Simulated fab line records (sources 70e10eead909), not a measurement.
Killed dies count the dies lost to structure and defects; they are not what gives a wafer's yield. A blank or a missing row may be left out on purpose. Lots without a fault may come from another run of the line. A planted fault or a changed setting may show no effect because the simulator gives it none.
Commonality check across tools    flow nand-harc    11 lots, 33 wafers sampled

THE REASON FOR OPENING IT
On 2 of the 11 lots, a flag is raised at NHARC_A_CHANNEL_HOLE_D1_CD_MEAS_10 on the reading cd-nm. Fault-free wafers read 100.3 nm, with a standard deviation of 0.55.
Rule: a lot is flagged when every wafer of it that has a number lies more than 4 standard deviations from that mean, or none has a number. As for the other lots, they are considered sound.

lot   measured      on         cd-nm (nm), wafer by wafer  flag
L980  day 10 22:19  cd-sem-01  100.2 100.2 100.1           
L981  day 10 22:48  cd-sem-01  99.9 101.0 100.1            
L978  day 10 23:11  cd-sem-02  101.0 100.5 100.4           
L982  day 11 08:29  cd-sem-01  100.7 100.2 100.5           
L983  day 11 09:59  cd-sem-02  101.1 101.1 101.5           
L990  day 11 18:53  cd-sem-02  100.0 100.2 99.3            
L991  day 12 03:25  cd-sem-02  107.0 107.1 106.9           FLAGGED
L993  day 12 05:14  cd-sem-03  106.4 105.5 106.4           FLAGGED
L996  day 12 19:30  cd-sem-01  99.7 100.5 99.9             
L997  day 13 01:01  cd-sem-01  100.3 101.3 100.6           
L100  day 13 19:13  cd-sem-01  101.1 101.0 101.2           
The numbers of the flagged lots are 106.5 nm on average: +6.2 nm against the usual, or +11 standard deviations.

WHICH TOOL EACH LOT WENT THROUGH
The record keeps 1 process step preceding the reading, out of 1159 steps on the route. In each cell: the tool, then ch and the chambers that the sampled wafers went through, then the start.
lot   flag     NHARC_A_CHANNEL_HOLE_D1_EXPOSE_07
L980           arfi-scanner-01 ch 0, day 10 22:10
L981           arfi-scanner-02 ch 0, day 10 22:40
L978           arfi-scanner-01 ch 0, day 10 23:02
L982           arfi-scanner-01 ch 0, day 11 08:21
L983           arfi-scanner-02 ch 0, day 11 09:50
L990           arfi-scanner-01 ch 0, day 11 18:45
L991  FLAGGED  arfi-scanner-02 ch 0, day 12 03:16
L993  FLAGGED  arfi-scanner-02 ch 0, day 12 05:06
L996           arfi-scanner-01 ch 0, day 12 19:22
L997           arfi-scanner-03 ch 0, day 13 00:53
L100           arfi-scanner-01 ch 0, day 13 19:04
What these steps do:
- NHARC_A_CHANNEL_HOLE_D1_EXPOSE_07: exposes mask HOLE D1, target cd 100 nm.
- NHARC_A_CHANNEL_HOLE_D1_CD_MEAS_10: target cd 100 nm.

FLAGGED OVER TOTAL, TOOL BY TOOL (the gauges that took the reading come last)
step                                tool             lots run  flagged  share of the flagged lots  sound lots run after its first flagged lot
NHARC_A_CHANNEL_HOLE_D1_EXPOSE_07   arfi-scanner-01  6         0        none                       -
NHARC_A_CHANNEL_HOLE_D1_EXPOSE_07   arfi-scanner-02  4         2        all                        0
NHARC_A_CHANNEL_HOLE_D1_EXPOSE_07   arfi-scanner-03  1         0        none                       -
NHARC_A_CHANNEL_HOLE_D1_CD_MEAS_10  cd-sem-01        6         0        none                       -
NHARC_A_CHANNEL_HOLE_D1_CD_MEAS_10  cd-sem-02        4         1        some                       0
NHARC_A_CHANNEL_HOLE_D1_CD_MEAS_10  cd-sem-03        1         1        some                       0

WHAT THE TABLE PERMITS
1 row of the table ran every flagged lot: arfi-scanner-02 at NHARC_A_CHANNEL_HOLE_D1_EXPOSE_07.
- arfi-scanner-02 at NHARC_A_CHANNEL_HOLE_D1_EXPOSE_07 ran 4 lots, 2 of them flagged. A fault beginning between L983 (day 11 09:50), its last sound lot, and L991 (day 12 03:16), its first flagged one, fits the data. Its own readings (exposure-dose-mJ-cm2) fall more than 4 standard deviations out on all wafers of the flagged lots.
Just one tool remains: arfi-scanner-02 at NHARC_A_CHANNEL_HOLE_D1_EXPOSE_07.

WHAT WAS PUT IN BY THE SIMULATOR
Process parameters drifting: arfi-scanner-02 at NHARC_A_CHANNEL_HOLE_D1_EXPOSE_07, beginning at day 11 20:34. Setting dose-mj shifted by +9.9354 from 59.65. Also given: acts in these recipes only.
Shown lots that were struck: L991, L993. The same result came from the rule above.
